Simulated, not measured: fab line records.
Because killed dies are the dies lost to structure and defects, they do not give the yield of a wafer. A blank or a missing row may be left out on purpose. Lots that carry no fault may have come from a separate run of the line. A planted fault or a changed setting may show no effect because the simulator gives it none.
fab line records	flow n5_finfet
record: lots: 7	wafers: 39
route steps=1938 shown BEOL_M12@1639 PASSIVATION@1909
start_h: hours from the record's first day to the start of the lot's first wafer shown	wait_h: how many hours have passed since the lot's step before this one	" repeats the value in the row above	L1.1+2: several wafers, shown together as one row	- no value, or no start given	* or withheld: withheld	< > ~ a bound
route shown NAME@n: a module of which the file shows steps, and the number in the route of the first	usual: average and standard deviation across the fault-free wafers	same: alike in all rows	chamber/n: place in a boat	sites: per-site readings	_std_site: standard deviation of those values	_edge_site: the outer-site mean with the inner-site mean subtracted	radius_mm: for every site, how far away it sits from the centre of the wafer	mask NAME#n: copy n	behind: the most recent tool/chamber to have shaped the wafer	hold: why the lot went on hold/how many hours it stayed there/how the hold came to an end	device: the transistor (n, p or np) that didn't switch	end of line: the tests these same wafers got at the end of their route	step lacking rows: just its recipe	killed: the dies lost at the first sort to structure and to defects; this is not the yield of the wafer	map: the dies of a wafer, with x for killed, . for not killed, _ for no die there
set.NAME: the setting that was run; set.NAME@STEP: the one run at that earlier step	model.NAME: the simulator's own value behind a step, which no gauge read
lots with deliberately changed settings; one table per step, one row per wafer
== steps ==
step: N5_BEOL_M12_TRENCH_ETCH_34
recipe: chemistry: C4F8/O2/Ar	target: SiOC	target_depth_a: 3189.5	mask_material: SOC	pressure_mtorr: 30	source_w: 3000	bias_w: 700	Ar_flow_sccm: 400	C4F8_flow_sccm: 15	O2_flow_sccm: 8	he_inner_torr: 15	he_outer_torr: 30	time_s: 125.5	ion_energy_ev: 250
lot.wafer	tool	chamber	start_h	wait_h	set.target_depth_a	model.etch.depth_nm
L077.1	rie_diel-03	0	244.21	0.0	3189.5	319.9
L077.2	"	3	"	"	4827	480.9
L077.3	"	2	"	"	4827	484.8
L077.4	"	1	"	"	4827	487.6
L077.5	"	0	"	"	3189.5	320.7
L077.6	"	3	"	"	3189.5	318.3
L082.1	rie_diel-02	0	280.48	0.0	5023	504.3
L082.2	"	1	"	"	3189.5	320.4
L082.3	"	3	"	"	3189.5	317.5
L082.4	"	2	"	"	3189.5	318.6
L082.5	"	0	"	"	5023	510.5
L082.6	"	3	"	"	5023	501.7
L085.1	rie_diel-02	1	296.76	0.0	3189.5	318
L085.2	"	0	"	"	3189.5	318.7
L085.3+6	"	2,0	"	"	3189.5	320.4
L085.4	"	3	"	"	3189.5	317.5
L085.5	"	1	"	"	3189.5	318.2
L087.1	rie_diel-03	2	302.19	0.0	4743	474
L087.2	"	1	"	"	4743	478.2
L087.3	"	0	"	"	3189.5	316.5
L087.4	"	2	"	"	3189.5	316.6
L087.5	"	1	"	"	4743	475.1
L087.6	"	0	"	"	3189.5	317.7
L088.1	rie_diel-04	2	312.21	0.0	3189.5	313.5
L088.2	"	3	"	"	3189.5	315.7
L088.3	"	0	"	"	3189.5	317.7
L088.4	"	1	"	"	4079	401.1
L088.5	"	3	"	"	4079	408.1
L088.6	"	0	"	"	4079	406.5
L092.1	rie_diel-02	2	339.72	0.0	3189.5	318.1
L092.2	"	0	"	"	3189.5	319.9
L092.5	"	3	"	"	3189.5	316.3
L094.1	rie_diel-04	3	349.77	0.0	3189.5	318.2
L094.2	"	2	"	"	4844	477.2
L094.3	"	1	"	"	4844	471.5
L094.4	"	0	"	"	4844	482.1
L094.5	"	2	"	"	3189.5	317.4
L094.6	"	1	"	"	3189.5	308.9
step: N5_BEOL_M12_STRIP_70
recipe: chemistry: C4F8/O2/Ar	resist: SiARC	rf_frequency_hz: 6e+07
step: N5_BEOL_M12_OCD_MEAS_35
usual: trench_depth_nm: 317/3.5
lot.wafer	tool	chamber	start_h	wait_h	set.target_depth_a@BEOL_M12_TRENCH_ETCH_34	trench_depth_nm
L077.1	ocd-01	-	244.36	0.0	3189.5	321
L077.2	"	-	"	"	4827	481
L077.3	"	-	"	"	4827	485
L077.4	"	-	"	"	4827	488
L077.5	"	-	"	"	3189.5	320
L077.6	"	-	"	"	3189.5	319
L082.1	ocd-02	-	280.63	0.0	5023	505
L082.2	"	-	"	"	3189.5	320
L082.3	"	-	"	"	3189.5	318
L082.4	"	-	"	"	3189.5	319
L082.5	"	-	"	"	5023	510
L082.6	"	-	"	"	5023	502
L085.1	ocd-01	-	296.93	0.0	3189.5	318
L085.2	"	-	"	"	3189.5	319
L085.3	"	-	"	"	3189.5	321
L085.4	"	-	"	"	3189.5	317
L085.5	"	-	"	"	3189.5	318
L085.6	"	-	"	"	3189.5	321
L087.1	ocd-01	-	302.34	0.0	4743	474
L087.2	"	-	"	"	4743	478
L087.3	"	-	"	"	3189.5	317
L087.4	"	-	"	"	3189.5	316
L087.5	"	-	"	"	4743	475
L087.6	"	-	"	"	3189.5	317
L088.1	ocd-01	-	312.38	0.0	3189.5	313
L088.2	"	-	"	"	3189.5	316
L088.3	"	-	"	"	3189.5	317
L088.4	"	-	"	"	4079	401
L088.5	"	-	"	"	4079	408
L088.6	"	-	"	"	4079	407
L092.1	ocd-01	-	339.87	0.0	3189.5	318
L092.2	"	-	"	"	3189.5	320
L092.5	"	-	"	"	3189.5	316
L094.1	ocd-02	-	349.92	0.0	3189.5	318
L094.2	"	-	"	"	4844	477
L094.3	"	-	"	"	4844	472
L094.4	"	-	"	"	4844	482
L094.5	"	-	"	"	3189.5	317
L094.6	"	-	"	"	3189.5	309
step: N5_BEOL_M12_STRIP_37
recipe: chemistry: N2/H2	power_w: 1000	temp_c: 250	h2_frac: 0.65	overash_fraction: 0.3	pressure_mtorr: withheld	n2_flow_sccm: 1750	h2_flow_sccm: 3250
step: N5_BEOL_M12_ETCH_38
recipe: chemistry: CF4/N2	target: SiCN	target_depth_a: 687	taper_deg: 2	time_s: 73.4	ion_energy_ev: 150	mask_material: SiO2	pressure_mtorr: 40	source_w: 430	bias_w: 70	Ar_flow_sccm: 100	cf4_flow_sccm: 60	n2_flow_sccm: 60
step: N5_BEOL_M12_ECD_47
recipe: material: Cu	target_thk_a: 7200
step: N5_BEOL_M12_ANNEAL_48
recipe: temp_c: 225	time_s: 90	ambient: N2
step: N5_BEOL_M12_CMP_49
recipe: stop_on: SiOC	t_overpolish_s: 20.6	down_force_psi: 1	platen_rpm: 50	clearing_platen_down_force_psi: 1.5	clearing_platen_rpm: 50	post_cmp_clean: cu_alkaline	target_thk_nm: 320	clearing_platen_pad_velocity_m_s: 0.99484	pad_velocity_m_s: 0.99484
lot.wafer	tool	chamber	start_h	wait_h	set.target_depth_a@BEOL_M12_TRENCH_ETCH_34	model.Cu_of_BEOL_M12_ECD_47.thk_nm
L077.3	cmp-01	3	249.26	0.2	4827	483.6
L077.2	"	0	"	"	4827	481
L077.4	"	1	"	"	4827	487.2
L077.1	"	2	"	"	3189.5	319.6
L077.6	"	3	"	"	3189.5	317.6
L077.5	"	0	"	"	3189.5	320.8
L082.4	cmp-02	0	284.80	0.1	3189.5	320.4
L082.2	"	1	"	"	3189.5	322
L082.1	"	2	"	"	5023	505
L082.3	"	3	"	"	3189.5	318.4
L082.6	"	0	"	"	5023	503.4
L082.5	"	1	"	"	5023	511.8
L085.2	cmp-02	1	299.90	0.2	3189.5	320
L085.3	"	2	"	"	3189.5	319.6
L085.1	"	3	"	"	3189.5	317.2
L085.4	"	0	"	"	3189.5	317.4
L085.6	"	1	"	"	3189.5	320.4
L085.5	"	2	"	"	3189.5	317.8
L087.1	cmp-01	1	303.93	0.3	4743	474.2
L087.4+3	"	2,0	"	"	3189.5	317.4
L087.2	"	3	"	"	4743	478.4
L087.5	"	1	"	"	4743	474.4
L087.6	"	2	"	"	3189.5	318.8
L088.2	cmp-01	1	317.22	0.2	3189.5	317
L088.1	"	2	"	"	3189.5	315.6
L088.4	"	3	"	"	4079	403.4
L088.3	"	0	"	"	3189.5	318.2
L088.5	"	1	"	"	4079	409.4
L088.6	"	2	"	"	4079	408.4
L092.1	cmp-03	2	343.27	0.3	3189.5	318
L092.2	"	0	"	"	3189.5	320.8
L092.5	"	1	"	"	3189.5	317.4
L094.1	cmp-01	3	351.30	0.3	3189.5	321.4
L094.4	"	0	"	"	4844	483.8
L094.3	"	1	"	"	4844	472.8
L094.2	"	2	"	"	4844	478.6
L094.5	"	3	"	"	3189.5	318.6
L094.6	"	0	"	"	3189.5	309.2
step: N5_BEOL_M12_THK_MEAS_50
recipe: thk_meas_gauge: xrf	reads: Cu_of_BEOL_M12_ECD_47
usual: M12_THK: 317/5.4
lot.wafer	tool	chamber	start_h	wait_h	set.target_depth_a@BEOL_M12_TRENCH_ETCH_34	M12_THK[nm]
L077.1	film_metro-02	-	249.56	-	3189.5	324
L077.2	"	-	"	"	4827	486
L077.3	"	-	"	"	4827	491
L077.4	"	-	"	"	4827	494
L077.5	"	-	"	"	3189.5	325
L077.6	"	-	"	"	3189.5	322
L082.1	film_metro-01	-	285.09	-	5023	500
L082.2	"	-	"	"	3189.5	319
L082.3	"	-	"	"	3189.5	316
L082.4	"	-	"	"	3189.5	318
L082.5	"	-	"	"	5023	506
L082.6	"	-	"	"	5023	497
L085.1	film_metro-01	-	300.20	-	3189.5	314
L085.2	"	-	"	"	3189.5	316
L085.3	"	-	"	"	3189.5	316
L085.4	"	-	"	"	3189.5	313
L085.5	"	-	"	"	3189.5	313
L085.6	"	-	"	"	3189.5	317
L087.1	film_metro-02	-	304.23	-	4743	484
L087.2	"	-	"	"	4743	487
L087.3	"	-	"	"	3189.5	323
L087.4	"	-	"	"	3189.5	323
L087.5	"	-	"	"	4743	485
L087.6	"	-	"	"	3189.5	323
L088.1	film_metro-02	-	317.51	-	3189.5	319
L088.2	"	-	"	"	3189.5	320
L088.3	"	-	"	"	3189.5	322
L088.4	"	-	"	"	4079	407
L088.5	"	-	"	"	4079	412
L088.6	"	-	"	"	4079	410
L092.1	film_metro-01	-	343.53	-	3189.5	316
L092.2	"	-	"	"	3189.5	319
L092.5	"	-	"	"	3189.5	315
L094.1	film_metro-01	-	351.59	-	3189.5	317
L094.2	"	-	"	"	4844	472
L094.3	"	-	"	"	4844	466
L094.4	"	-	"	"	4844	475
L094.5	"	-	"	"	3189.5	313
L094.6	"	-	"	"	3189.5	304
step: N5_BEOL_M12_PRE_CLEAN_52
recipe: gas: NH3	time_s: 15	temp_c: withheld	rf_power_w: 300
step: N5_BEOL_M12_DEP_53
recipe: material: SiCN	target_thk_a: 300	temp_c: withheld	precursor: 3MS/NH3	pressure_torr: 3	rf_w: 675	time_s: 10.5
step: N5_BEOL_M12_RS_MEAS_54
recipe: thk_meas_gauge: four-point-probe	reads: Cu_of_BEOL_M12_ECD_47+Ta_of_BEOL_M12_SPUTTER_44+TaN_of_BEOL_M12_SPUTTER_43
usual: M12_RS: 0.0606/0.00072
lot.wafer	tool	chamber	start_h	wait_h	set.target_depth_a@BEOL_M12_TRENCH_ETCH_34	M12_RS[ohm/sq]
L077.1	film_metro-01	-	249.68	0.0	3189.5	0.0603
L077.2	"	-	"	"	4827	0.0394
L077.3	"	-	"	"	4827	0.0392
L077.4	"	-	"	"	4827	0.0389
L077.5	"	-	"	"	3189.5	0.0599
L077.6	"	-	"	"	3189.5	0.0606
L082.1	film_metro-02	-	285.24	0.1	5023	0.0375
L082.2	"	-	"	"	3189.5	0.0596
L082.3	"	-	"	"	3189.5	0.0605
L082.4	"	-	"	"	3189.5	0.0600
L082.5	"	-	"	"	5023	0.0370
L082.6	"	-	"	"	5023	0.0376
L085.1	film_metro-01	-	300.32	0.0	3189.5	0.0607
L085.2	"	-	"	"	3189.5	0.0601
L085.3	"	-	"	"	3189.5	0.0602
L085.4	"	-	"	"	3189.5	0.0606
L085.5	"	-	"	"	3189.5	0.0606
L085.6	"	-	"	"	3189.5	0.0600
L087.1	film_metro-02	-	304.35	0.0	4743	0.0400
L087.2	"	-	"	"	4743	0.0396
L087.3	"	-	"	"	3189.5	0.0607
L087.4	"	-	"	"	3189.5	0.0605
L087.5	"	-	"	"	4743	0.0400
L087.6	"	-	"	"	3189.5	0.0602
L088.1	film_metro-02	-	317.64	0.0	3189.5	0.0609
L088.2	"	-	"	"	3189.5	0.0607
L088.3	"	-	"	"	3189.5	0.0604
L088.4	"	-	"	"	4079	0.0471
L088.5	"	-	"	"	4079	0.0464
L088.6	"	-	"	"	4079	0.0466
L092.1	film_metro-02	-	343.65	0.0	3189.5	0.0605
L092.2	"	-	"	"	3189.5	0.0599
L092.5	"	-	"	"	3189.5	0.0606
L094.1	film_metro-02	-	351.72	0.0	3189.5	0.0599
L094.2	"	-	"	"	4844	0.0396
L094.3	"	-	"	"	4844	0.0402
L094.4	"	-	"	"	4844	0.0392
L094.5	"	-	"	"	3189.5	0.0604
L094.6	"	-	"	"	3189.5	0.0622
step: N5_PASSIVATION_AL_ETCH_33
recipe: chemistry: Cl2/BCl3	target_depth_a: 28000	over_etch_frac: 0.15	Cl2_flow_sccm: 180	bcl3_flow_sccm: 60	target: Al	stop_on: TaN	time_s: 466.7	ion_energy_ev: 100	pressure_mtorr: 10	icp_w: 900	bias_w: 100
lot.wafer	tool	chamber	start_h	wait_h	set.time_s
L077.1+2+3+4+5+6	rie_metal-01	0,1,0,1,1,0	277.84	0.1	466.7
L082.1+3+5	rie_metal-01	1,0,1	315.67	0.1	466.7
L082.2+4+6	"	0,1,0	"	"	550.6
L085.1+3+5	rie_metal-01	1,1,0	330.73	0.1	466.7
L085.2+4+6	"	0,0,1	"	"	321.7
L087.1+2+6	rie_metal-03	1,0,1	330.98	0.1	466.7
L087.3+4+5	"	1,0,0	"	"	363.6
L088.1+3+6	rie_metal-03	0,0,1	342.87	0.1	466.7
L088.2+4+5	"	1,1,0	"	"	556.9
L092.1+2+5	rie_metal-02	0,1,1	372.81	0.1	466.7
L094.1+2+6	rie_metal-02	0,1,1	383.71	0.1	466.7
L094.3+4+5	"	0,1,0	"	"	309.2
step: N5_PASSIVATION_ETCH_59
recipe: chemistry: Cl2/BCl3	target: TaN	target_depth_a: 650	time_s: 34.9	ion_energy_ev: 100	pressure_mtorr: 10	icp_w: 900	bias_w: 100	Cl2_flow_sccm: 60	bcl3_flow_sccm: 30
usual: oes_product_au: 0.76/0.059
lot.wafer	tool	chamber	start_h	wait_h	set.time_s@PASSIVATION_AL_ETCH_33	oes_product_au
L077.1	rie_metal-01	0	278.24	0.3	466.7	0.75
L077.2	"	1	"	"	466.7	0.68
L077.3	"	0	"	"	466.7	0.75
L077.4	"	1	"	"	466.7	0.69
L077.5	"	1	"	"	466.7	0.69
L077.6	"	0	"	"	466.7	0.75
L082.1	rie_metal-01	1	316.07	0.3	466.7	0.69
L082.2	"	0	"	"	550.6	0.74
L082.3	"	0	"	"	466.7	0.74
L082.4	"	1	"	"	550.6	0.70
L082.5	"	1	"	"	466.7	0.69
L082.6	"	0	"	"	550.6	0.74
L085.1	rie_metal-01	1	331.13	0.3	466.7	0.69
L085.2	"	0	"	"	321.7	0.20
L085.3	"	1	"	"	466.7	0.68
L085.4	"	0	"	"	321.7	0.19
L085.5	"	0	"	"	466.7	0.74
L085.6	"	1	"	"	321.7	0.19
L087.1	rie_metal-03	1	331.38	0.3	466.7	0.77
L087.2	"	0	"	"	466.7	0.73
L087.3	"	1	"	"	363.6	0.56
L087.4	"	0	"	"	363.6	0.36
L087.5	"	0	"	"	363.6	0.30
L087.6	"	1	"	"	466.7	0.76
L088.1	rie_metal-03	0	343.27	0.3	466.7	0.74
L088.2	"	1	"	"	556.9	0.76
L088.3	"	0	"	"	466.7	0.74
L088.4	"	1	"	"	556.9	0.76
L088.5	"	0	"	"	556.9	0.75
L088.6	"	1	"	"	466.7	0.77
L092.1	rie_metal-02	0	373.21	0.3	466.7	0.79
L092.2	"	1	"	"	466.7	0.88
L092.5	"	1	"	"	466.7	0.87
L094.1	rie_metal-02	0	384.11	0.3	466.7	0.79
L094.2	"	1	"	"	466.7	0.86
L094.3	"	0	"	"	309.2	0.21
L094.4	"	1	"	"	309.2	0.23
L094.5	"	0	"	"	309.2	0.21
L094.6	"	1	"	"	466.7	0.88
== key ==
split: step: N5_BEOL_M12_TRENCH_ETCH_34	setting: target_depth_a	stated: 3189.5	by: wafer
response: step: N5_BEOL_M12_TRENCH_ETCH_34	reading: model.etch.depth_nm	change: +3.21	per: 1%	r: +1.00
response: step: N5_BEOL_M12_OCD_MEAS_35	reading: trench_depth_nm	change: +3.21	per: 1%	r: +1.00
response: step: N5_BEOL_M12_CMP_49	reading: model.Cu_of_BEOL_M12_ECD_47.thk_nm	change: +3.21	per: 1%	r: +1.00
response: step: N5_BEOL_M12_THK_MEAS_50	reading: M12_THK	change: +3.2	per: 1%	r: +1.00
response: step: N5_BEOL_M12_RS_MEAS_54	reading: M12_RS	change: -0.000414	per: 1%	r: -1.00
split: step: N5_PASSIVATION_AL_ETCH_33	setting: time_s	stated: 466.7	by: wafer
response: step: N5_PASSIVATION_ETCH_59	reading: oes_product_au	change: +0.0137	per: 1%	r: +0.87
